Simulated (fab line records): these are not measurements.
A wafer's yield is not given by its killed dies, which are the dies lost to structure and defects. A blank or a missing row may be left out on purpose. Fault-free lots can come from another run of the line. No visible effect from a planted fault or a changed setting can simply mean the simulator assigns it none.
A struck lot beside a sound one    flow n5-finfet    37 steps out of a route of 1938
Sound: wafers L931.4, L931.5, L931.6. Struck: wafer L938.4 (L938.1, L938.5, from the same lot, were not struck and are left out); the cause is given at the end.
Each step with rows lists, per side, the tool, then ch with its chambers, then its first start. Under that, the readings that differ: sound wafers    struck wafers    difference of the means    sigmas: that difference in standard deviations of wafers without a fault.
alike: readings whose means differ by less than 2 such deviations, and words and numbers that are the same on both sides. not compared: withheld readings, readings that some wafer has no value for, bounds like >300 that may hide the same value, and numbers for which the record gives no deviation and whose values overlap.
The two part at a step that has a row with sigmas, a row that says differs or no value, or rows on one side only. When numbers do not overlap yet have no deviation, they are printed without sigmas and do not part them. A reading missing from all wafers of one side parts the sides only when that side holds two or more wafers.

first, 12 steps without rows for these wafers: N5_GATE_CUT_STRIP_39 (strips in N2/H2); N5_GATE_CUT_HM_OPEN_40 (chemistry C4F6/O2, target SiO2, target depth 139 nm, time 85.1 s); N5_GATE_CUT_STRIP_41 (strips in CF4); N5_GATE_CUT_STRIP_42 (strips in O2); N5_GATE_CUT_ETCH_19 (etches SiNx in CH3F/O2, target depth 53.7 nm, time 76.7 s); N5_GATE_CUT_CUT_ETCH_53 (etches W in SF6/Cl2, target depth 79.2 nm); N5_GATE_CUT_CUT_ETCH_54 (etches TiN in Cl2/BCl3, target depth 96.7 nm); N5_GATE_CUT_CUT_ETCH_55 (etches HfO2 in BCl3, target depth 3.2 nm); N5_GATE_CUT_ETCH_47 (etches SiO2 in Cl2/BCl3, target depth 10 nm); N5_GATE_CUT_VAPOR_ETCH_48 (etches TiN in BCl3/Cl2); N5_GATE_CUT_VAPOR_ETCH_49 (etches TiAlC in BCl3/Cl2); N5_GATE_CUT_VAPOR_ETCH_51 (etches HfO2 in BCl3/Cl2).
N5_GATE_CUT_STRIP_21: strips in N2/H2, time 30 s.
  sound on plasma-asher-01 ch 0,1, day 5 08:31; struck on plasma-asher-02 ch 0, day 7 02:31
  alike: drypump-motor-current-A, heater-power-w
  not compared: rf-hours-counter-h
then, 23 steps without rows for these wafers: N5_GATE_CUT_STRIP_29 (strips in post etch residue remover, time 60 s); N5_GATE_CUT_SRD_52 (time 30 s); N5_GATE_CUT_ALD_22 (deposits SiNx, target thk 16 nm, pulse time 1 s, ald cycles 320); N5_GATE_CUT_CMP_23 (polishes, stops on SiO2, t overpolish 23.4 s, target thk 16 nm); N5_GATE_CUT_CMP_43 (polishes SiO2); N5_GATE_CUT_CMP_61 (polishes, stops on SiNx, t overpolish 3 s); N5_MOL_CONTACT_COAG_COAT_103 (time 60 s, resist thk 80 nm); N5_MOL_CONTACT_COAG_COAT_104 (time 60 s, resist thk 12 nm); N5_MOL_CONTACT_COAG_COAT_58 (time 60 s, resist thk 10 nm); N5_MOL_CONTACT_COAG_COAT_02 (resist thk 30 nm); N5_MOL_CONTACT_COAG_EBR_04; N5_MOL_CONTACT_COAG_SOFTBAKE_03 (time 60 s); N5_MOL_CONTACT_COAG_EXPOSE_05 (exposes mask CA, defocus 0 nm); N5_MOL_CONTACT_COAG_PEB_06 (peb time 60 s); N5_MOL_CONTACT_COAG_DEVELOP_07 (develop time 30 s); N5_MOL_CONTACT_COAG_DESCUM_13 (chemistry O2, time 7 s); N5_MOL_CONTACT_COAG_ETCH_59 (etches underlayer in N2/H2, target depth 13 nm, time 10.4 s); N5_MOL_CONTACT_COAG_ETCH_105 (etches SiARC in CF4, target depth 15.6 nm, time 26 s); N5_MOL_CONTACT_COAG_ETCH_106 (etches SOC in N2/H2, target depth 80 nm, overetch 16 nm, time 120 s); N5_MOL_CONTACT_COAG_STRIP_107 (strips in N2/H2); N5_MOL_CONTACT_COAG_STRIP_108 (strips in N2/H2); N5_MOL_CONTACT_COAG_CONTACT_ETCH_14 (etches SiO2 in C4F6/O2, target depth 27.5 nm, overetch 8.5 nm, time 20 s); N5_MOL_CONTACT_COAG_STRIP_109 (strips in C4F6/O2).
-- record jumps: 8 days separate the struck wafers' starts on either side; left off in module MOL_CONTACT_COAG, taken up again in module PASSIVATION, whose first shown step is the route's number 1936 --
N5_PASSIVATION_PROBE_49:
  sound: prober-02 at day 13 10:57; struck: prober-01 at day 15 03:10
reading              sound       struck  difference  sigmas
killed-at-front-end  33 36 25    188     +157        +13
killed-dies          118 105 87  231     +128        +7
  alike: killed_at_M0_to_M3, killed_at_M4_up, killed-at-contacts, killed-at-other, killed-open, killed-short

WHERE THEY PART
At N5_PASSIVATION_PROBE_49 and nowhere else, as far as this record goes.

WHY: what the simulator had put in
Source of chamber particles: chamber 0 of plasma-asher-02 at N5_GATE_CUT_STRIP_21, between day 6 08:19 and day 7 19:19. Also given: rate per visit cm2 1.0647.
